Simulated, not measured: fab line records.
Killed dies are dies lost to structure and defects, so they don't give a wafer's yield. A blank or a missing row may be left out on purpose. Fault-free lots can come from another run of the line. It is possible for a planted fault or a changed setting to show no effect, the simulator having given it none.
Tool commonality check -- flow n5_finfet -- Sample size 9 lots and 27 wafers

== REASON IT WAS OPENED ==
At N5_FIN_SAQP_OCD_MEAS_76 the reading trench_depth_nm is flagged on 2 of 9 lots. Wafers without a fault read 120.2 nm, standard deviation 1.3.
Rule: a lot is flagged in two cases, either no wafer of it has a number, or all its wafers with numbers fall more than 4 standard deviations from that mean. The rest of the lots are taken to be sound.

lot,measured,on,"trench_depth_nm (nm), wafer by wafer",flag
L315,day 2 03:03,ocd-01,119.9 119.3 119.9,
L318,day 2 20:19,ocd-02,120.0 119.9 121.1,
L324,day 4 09:56,ocd-02,120.6 119.9 120.5,
L326,day 4 20:15,ocd-02,0.4 0.4 0,FLAGGED
L327,day 5 03:01,ocd-02,0.1 0 0,FLAGGED
L328,day 5 08:50,ocd-02,121.0 120.7 123.9,
L336,day 7 08:50,ocd-02,119.6 120.7 118.3,
L337,day 7 14:11,ocd-02,120.2 119.7 120.6,
L338,day 7 19:48,ocd-01,120.2 119.9 120.5,
On average the flagged lots' numbers are 0.2 nm, which is -120.0 nm against the usual, or -92 standard deviations.

== WHICH TOOL EACH LOT WENT THROUGH ==
The record holds 3 process steps before the reading, out of a route of 1938 steps. Read each cell as the tool, then ch plus the chambers that the sampled wafers visited, then the start.
lot,flag,N5_FIN_SAQP_MANDREL2_REMOVE_60,N5_FIN_SAQP_ETCH_34,N5_FIN_SAQP_FIN_ETCH_36
L315,,"rie_si-06 ch 1,3, day 2 02:16","rie_diel-03 ch 0,2, day 2 02:33","rie_si-01 ch 0,2, day 2 02:47"
L318,,"rie_si-01 ch 0,1,2, day 2 19:41","rie_diel-05 ch 2,3, day 2 19:52","rie_si-03 ch 0,1,2, day 2 20:05"
L324,,"rie_si-03 ch 0,1, day 4 09:17","rie_diel-06 ch 0,2,3, day 4 09:30","rie_si-03 ch 2,3, day 4 09:43"
L326,FLAGGED,"rie_si-03 ch 1,2,3, day 4 19:35","rie_diel-05 ch 0,2,3, day 4 19:49","rie_si-06 ch 0,1,2, day 4 20:02"
L327,FLAGGED,"rie_si-01 ch 1,2,3, day 5 02:20","rie_diel-06 ch 0,1,2, day 5 02:34","rie_si-06 ch 1,2, day 5 02:47"
L328,,"rie_si-03 ch 1,2, day 5 08:05","rie_diel-03 ch 1,2, day 5 08:23","rie_si-01 ch 0,1,3, day 5 08:35"
L336,,"rie_si-06 ch 0,1,3, day 7 08:10","rie_diel-06 ch 0,2,3, day 7 08:23","rie_si-03 ch 0,2,3, day 7 08:37"
L337,,"rie_si-01 ch 0,1, day 7 13:32","rie_diel-03 ch 1,3, day 7 13:45","rie_si-06 ch 0,2, day 7 13:58"
L338,,"rie_si-03 ch 1,2,3, day 7 19:08","rie_diel-05 ch 0,3, day 7 19:22","rie_si-01 ch 0,2, day 7 19:35"
What is done by these steps:
- N5_FIN_SAQP_MANDREL2_REMOVE_60: chemistry HBr/Cl2/O2, target a-Si, stops on SiNx, bt time 10 s.
- N5_FIN_SAQP_ETCH_34: etches SiO2 in C4F6/O2, target depth 45 nm, time 15 s.
- N5_FIN_SAQP_FIN_ETCH_36: etches the open film in HBr/Cl2/O2, target depth 120 nm, time 50.4 s.
- N5_FIN_SAQP_OCD_MEAS_76

== FLAGGED OVER TOTAL, TOOL BY TOOL (the gauges that took the reading come last) ==
step,tool,lots run,flagged,share of the flagged lots,sound lots run after its first flagged lot
N5_FIN_SAQP_MANDREL2_REMOVE_60,rie_si-01,3,1,some,1 (L337)
N5_FIN_SAQP_MANDREL2_REMOVE_60,rie_si-03,4,1,some,"2 (L328,L338)"
N5_FIN_SAQP_MANDREL2_REMOVE_60,rie_si-06,2,0,none,-
N5_FIN_SAQP_ETCH_34,rie_diel-03,3,0,none,-
N5_FIN_SAQP_ETCH_34,rie_diel-05,3,1,some,1 (L338)
N5_FIN_SAQP_ETCH_34,rie_diel-06,3,1,some,1 (L336)
N5_FIN_SAQP_FIN_ETCH_36,rie_si-01,3,0,none,-
N5_FIN_SAQP_FIN_ETCH_36,rie_si-03,3,0,none,-
N5_FIN_SAQP_FIN_ETCH_36,rie_si-06,3,2,all,1 (L337)
N5_FIN_SAQP_OCD_MEAS_76,ocd-01,2,0,none,-
N5_FIN_SAQP_OCD_MEAS_76,ocd-02,7,2,all,"3 (L328,L336,L337)"

== THE TABLE: WHAT IT ALLOWS ==
2 rows of the table ran every flagged lot: rie_si-06 at N5_FIN_SAQP_FIN_ETCH_36, ocd-02 at N5_FIN_SAQP_OCD_MEAS_76.
- rie_si-06 at N5_FIN_SAQP_FIN_ETCH_36: 2 of its 3 lots flagged. Sound lots ran on it after the first flagged one (L337), which a lasting fault on the whole tool wouldn't allow. On the flagged lots its readings are blank where sound lots have values: HBr_flow_sccm, O2_flow_sccm, drypump_motor_current_A, oes_product_au and 2 more.
- ocd-02 at N5_FIN_SAQP_OCD_MEAS_76: 2 of its 7 lots flagged. Sound lots ran on it after the first flagged one (L328, L336, L337), which a lasting fault on the whole tool wouldn't allow.
No row of the table ran every flagged lot and no sound lot after the first.

== WHAT THE SIMULATOR HAD PUT IN ==
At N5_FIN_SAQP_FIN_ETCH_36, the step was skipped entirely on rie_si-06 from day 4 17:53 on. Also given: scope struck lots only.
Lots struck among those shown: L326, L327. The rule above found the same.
